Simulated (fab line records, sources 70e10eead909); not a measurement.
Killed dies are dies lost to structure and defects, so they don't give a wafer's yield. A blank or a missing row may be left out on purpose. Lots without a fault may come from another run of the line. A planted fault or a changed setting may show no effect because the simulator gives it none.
Which tool did it? | flow nand_harc | 24 lots, 72 wafers sampled, at 3 steps of a route of 1302

WHAT THE GAUGES READ, wafer by wafer
NHARC_P_CONTACT_INSPECT_27.
lot  | measured     | on                | raw_defect_count
L074 | day 6 03:20  | defect_inspect-02 | 473 364 447
L075 | day 6 06:22  | defect_inspect-02 | 269 251 235
L076 | day 6 16:59  | defect_inspect-02 | 361 748 713
L077 | day 7 10:52  | defect_inspect-01 | 271 196 294
L078 | day 7 15:50  | defect_inspect-02 | 239 204 124
L079 | day 7 20:56  | defect_inspect-01 | 221 321 233
L080 | day 8 13:35  | defect_inspect-02 | 426 299 576
L081 | day 8 23:58  | defect_inspect-01 | 284 372 440
L082 | day 9 12:22  | defect_inspect-02 | 452 293 528
L083 | day 9 18:01  | defect_inspect-01 | 439 273 323
L084 | day 10 06:29 | defect_inspect-02 | 542 304 292
L085 | day 10 23:58 | defect_inspect-02 | 416 310 340
L086 | day 11 03:05 | defect_inspect-02 | 340 367 180
L087 | day 11 09:46 | defect_inspect-02 | 352 192 796
L088 | day 12 02:55 | defect_inspect-02 | 207 668 312
L089 | day 12 03:28 | defect_inspect-02 | 182 108 125
L090 | day 12 22:28 | defect_inspect-02 | 170 462 125
L091 | day 13 01:56 | defect_inspect-01 | 247 361 365
L092 | day 13 10:28 | defect_inspect-01 | 249 228 231
L093 | day 14 00:01 | defect_inspect-02 | 251 416 347
L094 | day 14 16:06 | defect_inspect-02 | 403 378 467
L095 | day 15 05:11 | defect_inspect-01 | 282 257 360
L096 | day 15 07:56 | defect_inspect-01 | 161 136 159
L097 | day 15 15:10 | defect_inspect-01 | 346 497 563

NHARC_P_M0_INSPECT_27.
lot  | measured     | on                | raw_defect_count
L074 | day 6 06:53  | defect_inspect-02 | 255 219 376
L075 | day 6 09:55  | defect_inspect-01 | 303 270 528
L076 | day 6 20:25  | defect_inspect-01 | 191 185 149
L077 | day 7 14:28  | defect_inspect-02 | 386 268 407
L078 | day 7 19:35  | defect_inspect-02 | 393 307 367
L079 | day 8 00:44  | defect_inspect-01 | 478 229 291
L080 | day 8 17:01  | defect_inspect-01 | 167 187 117
L081 | day 9 03:24  | defect_inspect-01 | 314 238 188
L082 | day 9 15:56  | defect_inspect-02 | 185 163 161
L083 | day 9 21:42  | defect_inspect-02 | 184 302 326
L084 | day 10 10:19 | defect_inspect-02 | 306 270 368
L085 | day 11 03:32 | defect_inspect-02 | 293 379 502
L086 | day 11 06:37 | defect_inspect-01 | 246 343 224
L087 | day 11 13:28 | defect_inspect-01 | 261 261 448
L088 | day 12 06:30 | defect_inspect-02 | 237 252 298
L089 | day 12 07:02 | defect_inspect-02 | 637 266 201
L090 | day 13 02:10 | defect_inspect-02 | 396 487 172
L091 | day 13 05:29 | defect_inspect-02 | 275 207 241
L092 | day 13 14:08 | defect_inspect-02 | 363 226 418
L093 | day 14 03:35 | defect_inspect-01 | 185 174 144
L094 | day 14 20:58 | defect_inspect-02 | 387 514 679
L095 | day 15 08:49 | defect_inspect-02 | 296 453 289
L096 | day 15 11:33 | defect_inspect-02 | 192 262 115
L097 | day 15 18:40 | defect_inspect-02 | 421 577 487

WHICH TOOL RAN EACH LOT (tool, then ch and the chambers of the sampled wafers, then the start)
lot  | NHARC_P_CONTACT_ETCH_36
L074 | rie_diel-01 ch 0,3, day 6 03:20 or earlier
L075 | rie_diel-06 ch 1,2,3, day 6 06:22 or earlier
L076 | rie_diel-05 ch 0,1, day 6 16:59 or earlier
L077 | rie_diel-06 ch 0,1,2, day 7 10:52 or earlier
L078 | rie_diel-06 ch 0,2,3, day 7 15:50 or earlier
L079 | rie_diel-06 ch 0,1,3, day 7 20:56 or earlier
L080 | rie_diel-05 ch 2,3, day 8 13:35 or earlier
L081 | rie_diel-06 ch 0,1,3, day 8 23:58 or earlier
L082 | rie_diel-01 ch 0,3, day 9 12:22 or earlier
L083 | rie_diel-05 ch 1,2,3, day 9 18:01 or earlier
L084 | rie_diel-06 ch 1,2, day 10 06:29 or earlier
L085 | rie_diel-01 ch 1,2,3, day 10 23:58 or earlier
L086 | rie_diel-01 ch 1,2,3, day 11 03:05 or earlier
L087 | rie_diel-01 ch 0,1,2, day 11 09:46 or earlier
L088 | rie_diel-05 ch 1,3, day 12 02:55 or earlier
L089 | rie_diel-01 ch 0,1,2, day 12 03:28 or earlier
L090 | rie_diel-06 ch 0,1, day 12 22:28 or earlier
L091 | rie_diel-01 ch 2,3, day 13 01:56 or earlier
L092 | rie_diel-05 ch 0,2,3, day 13 10:28 or earlier
L093 | rie_diel-05 ch 0,1,3, day 14 00:01 or earlier
L094 | rie_diel-01 ch 0,2,3, day 14 16:06 or earlier
L095 | rie_diel-01 ch 0,3, day 15 05:11 or earlier
L096 | rie_diel-05 ch 0,1,2, day 15 07:56 or earlier
L097 | rie_diel-06 ch 0,1, day 15 15:10 or earlier
- NHARC_P_CONTACT_ETCH_36: etches the open film in N2/H2, target depth 260 nm, time 406.25 s.

WHAT THE TOOLS THEMSELVES READ (means of the sampled wafers that have a number; where no wafer has one, the mark that the record gives instead)
NHARC_P_CONTACT_ETCH_36.
lot  | tool        | bias_w (W) | drypump_motor_current_A (A) | oes_product_au (a.u.) | rf_vpp_V (V) | showerhead_plenum_p_Torr (Torr) | throttle_valve_pct (%)
L074 | rie_diel-01 | 150.3      | 5.5                         | 1.004                 | 428.1        | 1.96                            | 14.167
L075 | rie_diel-06 | 150.1      | 5.6                         | 0.990                 | 432.8        | 2.13                            | 14.175
L076 | rie_diel-05 | 149.6      | 5.4                         | 1.011                 | 428.7        | 1.96                            | 14.175
L077 | rie_diel-06 | 149.8      | 5.5                         | 0.988                 | 432.8        | 2.10                            | 14.181
L078 | rie_diel-06 | 150.0      | 5.6                         | 0.989                 | 433.6        | 2.16                            | 14.172
L079 | rie_diel-06 | 150.0      | 5.9                         | 0.987                 | 432.3        | 2.09                            | 14.169
L080 | rie_diel-05 | 149.9      | 5.4                         | 0.995                 | 430.1        | 2.02                            | 14.163
L081 | rie_diel-06 | 150.1      | 5.9                         | 0.986                 | 431.6        | 2.09                            | 14.168
L082 | rie_diel-01 | 150.5      | 5.5                         | 1.004                 | 428.3        | 1.95                            | 14.174
L083 | rie_diel-05 | 150.2      | 5.6                         | 1.001                 | 429.5        | 1.99                            | 14.161
L084 | rie_diel-06 | 150.5      | 5.1                         | 1.000                 | 432.7        | 2.13                            | 14.170
L085 | rie_diel-01 | 149.8      | 5.7                         | 1.000                 | 428.4        | 2.00                            | 14.168
L086 | rie_diel-01 | 149.8      | 5.7                         | 1.004                 | 429.9        | 2.00                            | 14.171
L087 | rie_diel-01 | 150.0      | 5.4                         | 1.000                 | 428.9        | 2.02                            | 14.170
L088 | rie_diel-05 | 150.3      | 5.4                         | 1.006                 | 430.3        | 2.03                            | 14.171
L089 | rie_diel-01 | 149.9      | 5.4                         | 1.006                 | 430.2        | 2.02                            | 14.164
L090 | rie_diel-06 | 150.0      | 5.8                         | 0.994                 | 432.0        | 2.06                            | 14.169
L091 | rie_diel-01 | 150.0      | 5.9                         | 1.012                 | 431.6        | 2.09                            | 14.174
L092 | rie_diel-05 | 150.2      | 5.3                         | 1.001                 | 429.4        | 1.98                            | 14.171
L093 | rie_diel-05 | 150.2      | 5.4                         | 0.997                 | 428.9        | 1.99                            | 14.175
L094 | rie_diel-01 | 149.8      | 5.7                         | 1.013                 | 429.8        | 2.02                            | 14.171
L095 | rie_diel-01 | 149.7      | 5.9                         | 1.006                 | 428.8        | 1.94                            | 14.170
L096 | rie_diel-05 | 149.7      | 5.6                         | 1.002                 | 428.3        | 1.96                            | 14.159
L097 | rie_diel-06 | 150.0      | 5.7                         | 0.996                 | 430.8        | 2.06                            | 14.174

THE ANSWER, worked out from the rows above alone
Rule: what is usual is taken from the lots themselves. Put in order of their means at a reading, lots are off if they are a third of the lots or fewer, leave a main group of 4 or more, and stand apart from it by a gap of 3 or more times the standard deviation of the main group's means; of several such gaps the widest counts. A main group whose means are all the same, to the digits that the tables above print for the reading, isn't used. A lot without any number at a reading at which 4 lots or more have one is off too. The other lots that the step has rows for count as sound. The gauges are gone through in route order, then the tools' own readings, and for those a lot's mean is taken as printed above. The first step at which some lot is off is used, and at that step the reading that is off furthest; a lot without a number counts as furthest.
No lot is off at any reading shown: from this, nothing can be told.

WHAT THE SIMULATOR HAD PUT IN
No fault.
